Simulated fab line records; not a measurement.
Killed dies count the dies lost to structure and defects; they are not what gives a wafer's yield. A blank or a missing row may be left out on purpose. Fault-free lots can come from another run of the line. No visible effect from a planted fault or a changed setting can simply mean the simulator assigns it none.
Split-lot experiment | flow n5_finfet | on a route of 1938 steps: 7 lots, 21 wafers read

== THE SPLIT ITSELF ==
At N5_BEOL_M15_CMP_49 (polishes, stops on SiO2, t overpolish 4.9 s, target thk 850 nm), the setting down_force_psi was moved away from the recipe's 2 psi on 3 of the 21 wafers read, by -19.1% to +9.7%. This setting was run at the recipe's value on the other wafers.

The split's own step is where the reading is taken.

== THE READING ==
barrier_field_endpoint_s, in s, at N5_BEOL_M15_CMP_49 (polishes, stops on SiO2, t overpolish 4.9 s, target thk 850 nm). On this fab line, fault-free wafers typically give 11.2 s with a standard deviation of 0.38 s.

wafer  | tool, chamber at the split | down_force_psi as run, psi | against the recipe | barrier_field_endpoint_s, s | against lot-mates on the recipe
L076.1 | cmp-03, 1                  | 2                          | recipe             | 10.9                        | -
L076.3 | cmp-03, 3                  | 2                          | recipe             | 11.5                        | -
L076.2 | cmp-03, 0                  | 2                          | recipe             | 11.4                        | -
L075.1 | cmp-03, 1                  | 2                          | recipe             | 11.2                        | -
L075.5 | cmp-03, 2                  | 2                          | recipe             | 11.4                        | -
L075.6 | cmp-03, 3                  | 2                          | recipe             | 11.2                        | -
L083.3 | cmp-03, 2                  | 2                          | recipe             | 10.5                        | -
L083.2 | cmp-03, 0                  | 2                          | recipe             | 11.0                        | -
L083.4 | cmp-03, 1                  | 2                          | recipe             | 10.5                        | -
L080.3 | cmp-01, 0                  | 2                          | recipe             | 12.0                        | -
L080.1 | cmp-01, 2                  | 2                          | recipe             | 11.6                        | -
L080.5 | cmp-01, 1                  | 2.193                      | +9.7%              | 10.2                        | -1.6
L092.1 | cmp-02, 2                  | 2                          | recipe             | 10.9                        | -
L092.4 | cmp-02, 3                  | 2                          | recipe             | 11.4                        | -
L092.5 | cmp-02, 3                  | 2                          | recipe             | 11.7                        | -
L094.2 | cmp-03, 3                  | 1.618                      | -19.1%             | 13.5                        | +2.5
L094.1 | cmp-03, 0                  | 2                          | recipe             | 11.0                        | -
L094.4 | cmp-03, 2                  | 1.618                      | -19.1%             | 13.4                        | +2.4
L096.1 | cmp-02, 1                  | 2                          | recipe             | 10.9                        | -
L096.3 | cmp-02, 2                  | 2                          | recipe             | 11.4                        | -
L096.2 | cmp-02, 3                  | 2                          | recipe             | 11.5                        | -

FIT RESULTS
A straight line over all 21 wafers: barrier_field_endpoint_s changes by -0.115 s for each +1% of down_force_psi; r = -0.89; the points scatter about the line by 0.38 s.
The same after taking each lot's own level away (the mean of its wafers on the recipe; 21 wafers): -0.133 s for each +1%; r = -0.96; scatter 0.24 s.
According to that fit, moving down_force_psi by its largest amount changes the reading by 2.5 s.
The span of the lots' own levels, 10.67 to 11.80 s, comes to 3.0 times the standard deviation stated above.
So the lot-to-lot level changes the slope: the two fits differ.
Check: +2.54 s against its lot-mates is what the line predicts for one of the wafers moved furthest among these (-19.1%) when that wafer is left out of the fit. Against them it came out at +2.5 s.
Tool readings at the split's step, against how far the setting was moved: barrier_field_endpoint_s r = -0.89.

== OTHER SPLITS ON THESE WAFERS ==
Before the reading, these wafers also passed through other splits. Each is held against what the fit with the lots' levels taken away leaves over:
other split on the same wafers | wafers away from the commonest value | r with barrier_field_endpoint_s (lot level and that fit taken away)
N5_BEOL_M14_PEB_08 peb_temp_c  | 9                                    | -0.45

== FILE'S OWN FIT ==
barrier_field_endpoint_s changes by -0.137 s for each +1% of down_force_psi, r = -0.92.
